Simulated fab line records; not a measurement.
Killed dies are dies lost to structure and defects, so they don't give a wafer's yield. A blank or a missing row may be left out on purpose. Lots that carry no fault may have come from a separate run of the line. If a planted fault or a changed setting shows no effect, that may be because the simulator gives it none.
Problem report, 8D (eight disciplines) form, completed by code :: flow n5-finfet :: the parts of the form that need people (team, actions taken, sign-off) are left out

1. PROBLEM STATEMENT
Wafers without a fault read 64.5 s, standard deviation 1.1; etch-rf-on-time-s at N5_BEOL_M10_ETCH_65 reads a mean of 89.6 s on 4 wafers belonging to 3 lots. That is +23 standard deviations from the usual mean.
The step: etches SiARC in CF4, target depth 39 nm, time 65 s.
First seen on wafer L200.1, day 14 19:03, on rie-diel-02. At this step, 30 wafers from 10 lots have a number in the record. The rule behind "out" and "out of limits": a value lying over 4 standard deviations away from the usual mean. Any other wafer with a number is counted as sound.

2. WHAT THIS IS AND IS NOT
question: which readings at this step
is: etch-rf-on-time-s
is not: drypump-motor-current-A, rf-vpp-V, showerhead-plenum-p-Torr

question: which lots
is: L200, L204, L207
is not: L186, L187, L190, L191, L198, L205, L208

question: which wafers of those lots
is: L200.1, L200.2, L204.5, L207.5
is not: L200.4, L204.4, L204.6, L207.3, L207.6

question: read on which tools
is: rie-diel-02
is not: rie-diel-03, rie-diel-04

question: when
is: from day 14 19:03
is not: up to then (16 sound wafers); but 10 sound wafers of L204, L205, L207, L208 came after

3. THE SUSPECTS, EACH WITH WHAT RULES IT OUT
Counting: if a tool at a process step up to the reading ran every lot that is out, it stays a suspect. Sound lots after the first of them don't rule it out here, since some wafers of a struck lot are sound.
- rie-diel-02 at N5_BEOL_M10_DESCUM_33 (chemistry O2, time 7.9 s): kept. It ran every lot that is out, first L200 (day 14 19:01); its last sound lot up to then is L198 (day 13 17:41).
- rie-diel-02 at N5_BEOL_M10_ETCH_65 (etches SiARC in CF4, target depth 39 nm, time 65 s): kept. It ran every lot that is out, first L200 (day 14 19:03); its last sound lot up to then is L198 (day 13 17:43). Its own readings are out on those wafers: etch-rf-on-time-s.
The count leaves rie-diel-02 at N5_BEOL_M10_ETCH_65 and rie-diel-02 at N5_BEOL_M10_DESCUM_33.

4. THE CAUSE (what the simulator had put in)
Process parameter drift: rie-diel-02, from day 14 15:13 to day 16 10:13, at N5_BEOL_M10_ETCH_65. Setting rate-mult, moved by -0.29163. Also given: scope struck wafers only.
Counting left 2 suspects, and this tool is among them.

5. SEQUENCE OF EFFECTS, ordered by route
Rows list readings where the struck wafers' mean (over those with a number) sits beyond 3 standard deviations from the usual. Only readings whose record carries a usual standard deviation are examined. hours: median over the lots of the time between each lot's start at the first step of this table that gives one and its start at this step. sigmas: the change, counted in usual standard deviations.
hours: 0
step: N5_BEOL_M10_ETCH_65
reading: etch-rf-on-time-s
usual: 64.5 s
on struck wafers: 89.6
change: +25.1
sigmas: +23
The process steps in it:
- N5_BEOL_M10_ETCH_65: etches SiARC in CF4, target depth 39 nm, time 65 s.

6. WHAT WOULD HAVE CAUGHT IT SOONER
In this record no reading fell out of limits until day 14 19:03, 4 hours after the fault had begun at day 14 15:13.
